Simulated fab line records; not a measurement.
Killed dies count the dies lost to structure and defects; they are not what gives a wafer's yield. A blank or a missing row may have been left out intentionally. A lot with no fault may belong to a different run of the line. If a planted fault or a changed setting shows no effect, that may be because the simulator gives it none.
Comparing a struck lot with a sound one ; flow nand_harc ; 15 out of 1302 route steps
Sound: the wafers L839.2, L839.3, L839.5. Struck: wafer L845.2. (L845.4, L845.5 of the same lot were not struck and are left out.) The cause comes at the end.
Per side, at each step with rows, come the tool, then ch with its chambers, and then its first start. Under that, the readings that differ: sound wafers ; struck wafers ; difference of the means ; sigmas: that difference in standard deviations of wafers without a fault.
alike: readings whose means differ by less than 2 such deviations, and words and numbers that are the same on both sides. not compared: withheld readings, readings that some wafer has no value for, bounds like >300 that may hide the same value, and numbers for which the record gives no deviation and whose values overlap.
The two part at a step that has a row with sigmas, a row that says differs or no value, or rows on one side only. Numbers that have no deviation but don't overlap get no sigmas and don't part them. A reading missing from all wafers of one side parts the sides only when that side holds two or more wafers.

NHARC_P_M2_INSPECT_11:
  sound on defect_inspect-02, day 8 08:11; struck on defect_inspect-01, day 11 09:12
  alike: raw_defect_count
NHARC_P_M2_DESCUM_14: chemistry O2, time 3 s.
  sound on rie_diel-07 ch 0,2, day 8 08:14; struck on rie_diel-07 ch 2, day 11 09:16
  alike: drypump_motor_current_A, oes_product_au, rf_vpp_V, showerhead_plenum_p_Torr, throttle_valve_pct
  not compared: rf_hours_counter_h
NHARC_P_M2_ETCH_35: etches the open film in N2/H2, target depth 40 nm, overetch 12 nm, time 43.94 s.
  sound on rie_diel-07 ch 0,2,3, day 8 08:19; struck on rie_diel-07 ch 0, day 11 09:22
  alike: drypump_motor_current_A, oes_product_au, rf_vpp_V, showerhead_plenum_p_Torr, throttle_valve_pct
  not compared: rf_hours_counter_h
then, 1 step without rows for these wafers: NHARC_P_M2_ETCH_15 (etches the open film in C4F8/Ar, target depth 182.5 nm, time 91.2 s).
NHARC_P_M2_CD_MEAS_16:
  sound on cd_sem-03, day 8 08:35; struck on cd_sem-01, day 11 09:34
  alike: cd_nm
NHARC_P_M2_STRIP_18: strips in N2/H2.
  sound on rie_diel-13 ch 0,2,3, day 8 08:39; struck on rie_diel-13 ch 3, day 11 09:41
  alike: drypump_motor_current_A, oes_product_au, power_w, rf_vpp_V, showerhead_plenum_p_Torr, throttle_valve_pct
  not compared: rf_hours_counter_h
then, 3 steps without rows for these wafers: NHARC_P_M2_ETCH_28 (etches the open film in CF4/N2, target depth 30 nm, time 72.99 s); NHARC_P_M2_STRIP_19 (strips in post etch residue remover, time 600 s); NHARC_P_M2_DEGAS_29 (time 60 s).
NHARC_P_M2_PRE_CLEAN_30: time 30 s.
  sound on pvd_sputter-02; struck on pvd_sputter-03
  alike: heater_power_w
then, 1 step without rows for these wafers: NHARC_P_M2_PVD_20 (deposits TaN, target thk 5 nm, time 8.06 s).
NHARC_P_M2_PVD_21: deposits Cu, target thk 30 nm, time 20.49 s.
  sound on pvd_sputter-02; struck on pvd_sputter-03
reading;sound;struck;difference;sigmas
throttle_valve_pct (%);30.1 31.8 31.7;28.9;-2.3;-2
NHARC_P_M2_ECD_22: material Cu, target thk 400 nm.
  sound on ecd_cu-02 ch 0,1, day 8 09:40; struck on ecd_cu-01 ch 0,1, day 11 12:21
then, 1 step without rows for these wafers: NHARC_P_M2_ANNEAL_31 (time 90 s).
NHARC_P_M2_CMP_23: polishes, t overpolish 20 s, target thk 144.3 nm.
  sound on cmp-02 ch 0,2,3, day 8 10:25; struck on cmp-01 ch 0, day 11 13:04
reading;sound;struck;difference;sigmas
time_to_endpoint_s (s);31 26 26;18;-10;-3
  alike: motor_current_A

## WHERE THEY PART
Last at NHARC_P_M2_CMP_23 as far as this record goes, first at NHARC_P_M2_PVD_21.

WHY: the cause the simulator had injected
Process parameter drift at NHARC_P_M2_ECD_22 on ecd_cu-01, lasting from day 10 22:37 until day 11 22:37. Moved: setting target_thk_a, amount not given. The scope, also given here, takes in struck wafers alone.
